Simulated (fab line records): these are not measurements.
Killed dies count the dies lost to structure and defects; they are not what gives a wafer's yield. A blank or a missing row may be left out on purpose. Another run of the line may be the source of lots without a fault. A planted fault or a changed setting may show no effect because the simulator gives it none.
fab line records    flow nand-harc    part 2 of 2: steps 31 to 38 of 38
record: lots: 5  wafers: 15  last-day: 34
route steps=1302 shown A_CHANNEL_FILL_D2@629 A_STAIRCASE@639
lots untouched by any fault: they come from a run of this same line in which no faults occurred
start-h: the number of hours between the record's first day and the start of the first shown wafer of the lot    wait-h: hours since the lot's step before    " same as the row above    L1.1+2: several wafers, shown together as one row    - no value present, or no start provided    * or withheld: withheld    < > ~ a bound
route shown NAME@n: names a module that has steps shown in the file, with the first one's number in the route    usual: average and standard deviation across the fault-free wafers    same: alike in all rows    chamber/n: place in a boat    sites: each site's reading    _std_site: the values' standard deviation    _edge_site: outer sites' mean less inner sites'    radius-mm: for every site, how far away it sits from the centre of the wafer    mask NAME#n: copy n    behind: the most recent tool/chamber to have shaped the wafer    hold: reason for holding the lot/hours on hold/outcome of the hold    device: which transistor (n, p or np) failed to switch    end of line: the route-end tests of the same wafers    for a step that has no rows: nothing shown but its recipe    killed: dies lost to structure and defects at the first sort, not the wafer's yield    map: shows each die of a wafer: x if killed, . if not, _ if none is there
set.NAME: the setting that was run; set.NAME@STEP: the one run at that earlier step    model.NAME: the simulator's own value behind a step, which no gauge read
certain route steps with their lots: each step a table, each wafer a row
services: the hour from which a tool's chamber was out of use, counted from the record's first day as start-h (under 0 if before that day), plus the number of hours and why
== steps ==
step: NHARC_A_STAIRCASE_EXPOSE_06
recipe: na: 0.5  dose-mj: 25.43  mask-id: STAIR
lot.wafer   tool            chamber  start-h  wait-h  mask
L074.1+3+4  krf-scanner-04  0        350.43   -       STAIR#0
L075.1+2+5  krf-scanner-04  0        352.03   -       STAIR#0
L077.4+5+6  krf-scanner-04  0        375.79   -       STAIR#0
L095.1+2+4  krf-scanner-04  0        572.33   -       STAIR#0
L096.1+4+6  krf-scanner-02  0        577.83   -       STAIR#0
step: NHARC_A_STAIRCASE_PEB_07
recipe: peb-temp-c: 115  peb-time-s: 130
lot.wafer   tool            chamber  start-h  wait-h
L074.1+3+4  litho-track-07  0        350.50   0.1
L075.1+2+5  litho-track-02  0        352.10   0.1
L077.4+5+6  litho-track-02  0        375.84   0.0
L095.1+2+4  litho-track-03  0        572.40   0.1
L096.1+4+6  litho-track-03  0        577.90   0.1
step: NHARC_A_STAIRCASE_DEVELOP_08
recipe: time-s: 140
lot.wafer   tool            chamber  start-h  wait-h
L074.1+3+4  litho-track-07  0        -        -
L075.1+2+5  litho-track-02  0        -        -
L077.4+5+6  litho-track-02  0        -        -
L095.1+2+4  litho-track-03  0        -        -
L096.1+4+6  litho-track-03  0        -        -
step: NHARC_A_STAIRCASE_HARDBAKE_10
recipe: temp-c: 120  time-s: 140
lot.wafer   tool            chamber  start-h  wait-h
L074.1+3+4  litho-track-03  0        350.72   -
L075.1+2+5  litho-track-07  0        352.31   -
L077.4+5+6  litho-track-07  0        376.07   -
L095.1+2+4  litho-track-02  0        572.62   -
L096.1+4+6  litho-track-03  0        578.12   -
step: NHARC_A_STAIRCASE_DESCUM_11
recipe: time-s: 3  o2-flow-sccm: 200  ar-flow-sccm: 0  bias-power-w: 0  chemistry: O2
usual: drypump-motor-current-A: 5.9/0.51  o2-flow-sccm: 200.0/0.55  oes-product-au: 1.002/0.01  rf-vpp-V: 57.6/0.89  showerhead-plenum-p-Torr: 1.89/0.07  throttle-valve-pct: 11.311/0.009
lot.wafer  tool         chamber  start-h  wait-h  drypump-motor-current-A  o2-flow-sccm  oes-product-au  rf-hours-counter-h  rf-vpp-V  showerhead-plenum-p-Torr  throttle-valve-pct
L074.4     rie-diel-04  1        350.85   -       5.6                      200.3         1.010           58                  57.8      1.87                      11.302
L074.1     "            2        "        "       5.2                      197.8         1.002           61                  57.7      1.95                      11.306
L074.3     "            0        "        "       5.5                      200.1         0.998           53                  58.4      1.88                      11.309
L075.1     rie-diel-01  2        352.42   -       6.2                      199.8         1.002           45                  56.4      1.89                      11.316
L075.2     "            0        "        "       6.7                      200.2         0.990           41                  56.8      1.80                      11.312
L075.5     "            2        "        "       6.2                      200.0         0.996           -                   57.9      1.89                      11.316
L077.4     rie-diel-05  2        376.15   -       5.7                      199.8         1.000           50                  57.7      1.78                      11.303
L077.5     "            2        "        "       5.7                      200.3         0.998           -                   57.1      1.78                      11.300
L077.6     "            3        "        "       5.3                      200.8         1.007           -                   55.7      1.97                      11.295
L095.1     rie-diel-01  3        574.51   -       6.3                      200.6         1.008           3                   58.1      1.88                      11.305
L095.2     "            0        "        "       6.7                      200.3         0.989           3                   57.1      1.78                      11.297
L095.4     "            1        "        "       6.1                      199.7         0.997           5                   57.8      1.89                      11.312
L096.1     rie-diel-04  1        578.21   -       5.6                      200.6         1.005           9                   57.9      1.85                      11.311
L096.4     "            0        "        "       5.5                      201.4         0.993           9                   57.0      1.86                      11.301
L096.6     "            2        "        "       5.2                      200.3         1.012           -                   58.8      1.93                      11.312
step: NHARC_A_STAIRCASE_TRIM_12
recipe: time-s: 211.2  o2-flow-sccm: 500  ar-flow-sccm: 0  bias-w: 0  chemistry: O2
usual: drypump-motor-current-A: 6.0/0.53  o2-flow-sccm: 499.9/1.4  oes-product-au: 1.001/0.011  rf-vpp-V: 57.7/0.98  showerhead-plenum-p-Torr: 3.49/0.13  throttle-valve-pct: 17.036/0.0082
lot.wafer  tool         chamber  start-h  wait-h  drypump-motor-current-A  o2-flow-sccm  oes-product-au  rf-hours-counter-h  rf-vpp-V  showerhead-plenum-p-Torr  throttle-valve-pct
L074.4     rie-diel-04  3        351.18   0.3     6.6                      502.5         0.989           57                  56.6      3.28                      17.030
L074.1     "            0        "        "       5.5                      499.2         0.991           53                  58.4      3.48                      17.039
L074.3     "            1        "        "       5.6                      498.5         1.014           58                  56.7      3.45                      17.044
L075.2     rie-diel-01  2        352.52   0.1     6.2                      502.1         0.999           45                  57.8      3.48                      17.045
L075.1     "            3        "        "       6.3                      498.2         1.008           41                  56.6      3.49                      17.030
L075.5     "            1        "        "       6.1                      501.8         0.984           -                   57.6      3.51                      17.038
L077.4     rie-diel-05  0        376.27   0.1     6.0                      498.6         0.999           42                  57.6      3.36                      17.048
L077.5     "            1        "        "       4.9                      500.5         1.003           -                   58.2      3.61                      17.048
L077.6     "            2        "        "       5.7                      498.4         1.011           -                   56.2      3.30                      17.035
L095.1     rie-diel-01  3        574.62   0.1     6.3                      499.2         1.014           3                   58.7      3.47                      17.030
L095.2     "            0        "        "       6.7                      501.8         0.996           3                   56.6      3.30                      17.021
L095.4     "            1        "        "       6.1                      498.1         0.994           5                   56.9      3.48                      17.037
L096.1     rie-diel-04  0        578.32   0.1     5.5                      501.2         1.001           9                   56.9      3.44                      17.025
L096.4     "            1        "        "       5.6                      502.1         1.009           9                   58.6      3.41                      17.033
L096.6     "            2        "        "       5.3                      500.6         1.012           -                   58.2      3.56                      17.033
step: NHARC_A_STAIRCASE_ETCH_13
recipe: target-depth-a: 1000  time-s: 40.5  ion-energy-ev: 400  c4f8-flow-sccm: 20  o2-flow-sccm: 10  ar-flow-sccm: withheld  rf-w: 600  bias-w: 1000  chemistry: C4F8/O2
usual: oes-product-au: 0.942/0.014  rf-vpp-V: 894/4.5
lot.wafer  tool         chamber  start-h  wait-h  oes-product-au  rf-hours-counter-h  rf-vpp-V
L074.1     rie-diel-04  1        -        -       0.924           58                  893
L074.4     "            2        "        "       0.929           62                  898
L074.3     "            0        "        "       0.923           53                  893
L075.1     rie-diel-01  0        -        -       0.937           41                  889
L075.2     "            1        "        "       0.944           45                  895
L075.5     "            2        "        "       0.948           -                   895
L077.4     rie-diel-05  1        -        -       0.942           41                  901
L077.5     "            2        "        "       0.936           -                   887
L077.6     "            3        "        "       0.946           -                   899
L095.2     rie-diel-01  0        -        -       0.925           3                   888
L095.1     "            1        "        "       0.938           5                   895
L095.4     "            2        "        "       0.915           5                   893
L096.4     rie-diel-04  1        -        -       0.965           9                   892
L096.1     "            2        "        "       0.959           12                  897
L096.6     "            0        "        "       0.960           -                   893
step: NHARC_A_STAIRCASE_TRIM_14
recipe: time-s: 211.2  o2-flow-sccm: 500  ar-flow-sccm: 0  bias-w: 0  chemistry: O2
usual: drypump-motor-current-A: 6.0/0.52  o2-flow-sccm: 500.3/1.4  oes-product-au: 1.001/0.011  rf-vpp-V: 57.7/0.86  showerhead-plenum-p-Torr: 3.48/0.13  throttle-valve-pct: 17.037/0.0085
lot.wafer  tool         chamber  start-h  wait-h  drypump-motor-current-A  o2-flow-sccm  oes-product-au  rf-hours-counter-h  rf-vpp-V  showerhead-plenum-p-Torr  throttle-valve-pct
L074.1     rie-diel-04  1        -        -       5.6                      499.8         0.999           58                  56.7      3.45                      17.039
L074.3     "            3        "        "       6.6                      500.5         1.000           57                  57.3      3.28                      17.050
L074.4     "            0        "        "       5.5                      500.8         0.994           53                  57.9      3.47                      17.039
L075.2     rie-diel-01  0        -        -       6.7                      502.3         0.993           41                  58.3      3.34                      17.033
L075.1     "            2        "        "       6.2                      500.1         0.999           45                  58.1      3.48                      17.038
L075.5     "            0        "        "       6.7                      500.3         1.002           -                   57.0      3.33                      17.035
L077.4     rie-diel-05  2        -        -       5.7                      499.0         1.003           50                  58.9      3.30                      17.055
L077.6     "            2        "        "       5.7                      499.3         1.010           -                   57.5      3.30                      17.042
L077.5     "            3        "        "       5.3                      499.7         1.005           -                   58.0      3.62                      17.050
L095.2     rie-diel-01  3        -        -       6.4                      499.7         1.002           3                   58.5      3.47                      17.025
L095.1     "            0        "        "       6.7                      499.1         0.999           3                   57.1      3.30                      17.023
L095.4     "            1        "        "       6.1                      499.7         0.995           5                   57.3      3.48                      17.045
L096.1     rie-diel-04  3        -        -       6.6                      500.3         0.989           13                  58.6      3.77                      17.033
L096.4     "            1        "        "       5.6                      501.1         1.011           9                   57.6      3.41                      17.037
L096.6     "            2        "        "       5.3                      499.7         1.020           -                   57.1      3.56                      17.027
== services ==
tool             chamber  start-h  hours  kind
wet-bench-01     -        321.35   1.7    repair
rie-diel-05      0        329.47   12.5   repair
krf-scanner-04   -        354.00   4.0    pm
rie-diel-04      -        356.38   9.0    pm
wet-bench-01     -        364.78   0.8    repair
rie-diel-01      -        382.01   9.0    pm
litho-track-02   -        402.00   7.0    pm
wet-bench-04     -        403.20   8.0    pm
rie-diel-05      1        404.34   10.2   repair
rie-diel-05      -        407.70   9.0    pm
rie-diel-01      2        418.37   5.0    repair
wet-bench-02     -        420.00   8.0    pm
litho-track-07   -        426.00   7.0    pm
plasma-asher-02  -        426.08   9.0    pm
rie-diel-01      3        432.83   5.4    repair
litho-track-03   -        450.00   7.0    pm
wet-bench-01     -        453.62   8.0    pm
rie-diel-01      3        518.23   14.8   repair
rie-diel-04      -        533.38   9.0    pm
rie-diel-01      1        541.13   11.0   repair
rie-diel-05      0        541.14   4.4    repair
rie-diel-01      -        559.01   9.0    pm
rie-diel-05      0        571.25   7.7    repair
litho-track-02   -        577.00   7.0    pm
